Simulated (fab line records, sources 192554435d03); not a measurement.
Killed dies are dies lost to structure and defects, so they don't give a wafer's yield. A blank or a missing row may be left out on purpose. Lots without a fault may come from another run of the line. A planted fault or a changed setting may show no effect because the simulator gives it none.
Split-lot experiment | flow n5_finfet | 7 lots, 21 wafers read, on a route of 1938 steps

THE SPLIT
At N5_SD_EPI_P_PEB_07 (peb time 60 s), the setting peb_time_s was moved away from the recipe's 60 s on 11 of the 21 wafers read, by -19.4% to -10.0%. The other wafers ran this setting at the recipe's value.

FROM THE SPLIT TO THE READING: what the file shows between them, 1 step
- N5_SD_EPI_P_DEVELOP_08: develop time 30 s

THE READING
cd_nm, in nm, at N5_SD_EPI_P_CD_MEAS_09 (target cd 240 nm). Fault-free wafers of this fab line usually give 239.7 nm, standard deviation 0.75 nm.

wafer  | tool, chamber at the split | peb_time_s as run, s | against the recipe | cd_nm, nm | against lot-mates on the recipe
L078.1 | litho_track-03, 0          | 60                   | recipe             | 239.1     | -
L078.4 | litho_track-03, 0          | 60                   | recipe             | 238.8     | -
L078.6 | litho_track-03, 0          | 49.7                 | -17.2%             | 232.1     | -6.8
L079.2 | litho_track-05, 0          | 54                   | -10.0%             | 235.5     | -4.3
L079.3 | litho_track-05, 0          | 54                   | -10.0%             | 235.9     | -3.9
L079.5 | litho_track-05, 0          | 60                   | recipe             | 239.8     | -
L082.4 | litho_track-03, 0          | 60                   | recipe             | 239.3     | -
L082.5 | litho_track-03, 0          | 49.41                | -17.7%             | 234.0     | -5.3
L082.6 | litho_track-03, 0          | 49.41                | -17.7%             | 232.3     | -7.0
L083.2 | litho_track-02, 0          | 48.36                | -19.4%             | 230.4     | no lot-mate on the recipe
L083.4 | litho_track-02, 0          | 48.36                | -19.4%             | 231.1     | no lot-mate on the recipe
L083.6 | litho_track-02, 0          | 48.36                | -19.4%             | 230.2     | no lot-mate on the recipe
L086.3 | litho_track-03, 0          | 60                   | recipe             | 241.1     | -
L086.5 | litho_track-03, 0          | 60                   | recipe             | 241.0     | -
L086.6 | litho_track-03, 0          | 60                   | recipe             | 239.7     | -
L093.1 | litho_track-05, 0          | 48.82                | -18.6%             | 232.1     | -8.2
L093.5 | litho_track-05, 0          | 60                   | recipe             | 240.9     | -
L093.6 | litho_track-05, 0          | 60                   | recipe             | 239.6     | -
L097.1 | litho_track-03, 0          | 52.18                | -13.0%             | 234.1     | -5.3
L097.5 | litho_track-03, 0          | 52.18                | -13.0%             | 234.2     | -5.2
L097.6 | litho_track-03, 0          | 60                   | recipe             | 239.4     | -

THE FIT
A straight line over all 21 wafers: cd_nm changes by +0.442 nm for each +1% of peb_time_s; r = +0.98; the points scatter about the line by 0.81 nm.
The same after taking each lot's own level away (the mean of its wafers on the recipe; 18 wafers): +0.39 nm for each +1%; r = +0.98; scatter 0.59 nm.
On that fit, the largest move of peb_time_s shifts the reading by 7.6 nm.
The lots' own levels span 238.95 to 240.60 nm, that is 2.2 times the standard deviation above.
So the lot-to-lot level changes the slope: the two fits differ.
Check: with one of the wafers moved furthest among these (-18.6%) left out of the fit, the line predicts -7.07 nm for it against its lot-mates. It came out at -8.15 nm against them.

OTHER SPLITS ON THESE WAFERS
These wafers also went through other splits before the reading. Each is held against what the fit with the lots' levels taken away leaves over:
other split on the same wafers          | wafers away from the commonest value | r with cd_nm (lot level and that fit taken away)
N5_ZERO_LAYER_EXPOSE_08 dose_mj         | 8                                    | +0.03
N5_ZERO_LAYER_DEVELOP_10 develop_time_s | 9                                    | +0.05
N5_WELL_APT_COAT_02 spin_rpm            | 5                                    | +0.32
N5_DUMMY_GATE_CVD_03 temp_c             | 18                                   | -0.40
N5_DUMMY_GATE_COAT_34 spin_rpm          | 8                                    | -0.44

THE WHOLE CHAIN: every reading that the file lists as answering this split, in the file's order
step                   | what it does                                           | reading                                                         | change (the file's fit)               | r (the file's)
N5_SD_EPI_P_CD_MEAS_09 | target cd 240 nm                                       | cd_nm                                                           | +0.398 nm for each +1% of the setting | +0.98
N5_SD_EPI_P_DESCUM_14  | chemistry O2, time 7.9 s                               | SD_EPI_P.cd_nm (the simulator's own value, which no gauge read) | +0.394 nm for each +1% of the setting | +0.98
N5_SD_EPI_P_ETCH_36    | etches SiARC in CF4, target depth 45.5 nm, time 75.8 s | SD_EPI_P.cd_nm (the simulator's own value, which no gauge read) | +0.396 nm for each +1% of the setting | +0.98

THE FILE'S OWN FIT
cd_nm changes by +0.398 nm for each +1% of peb_time_s, r = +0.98.
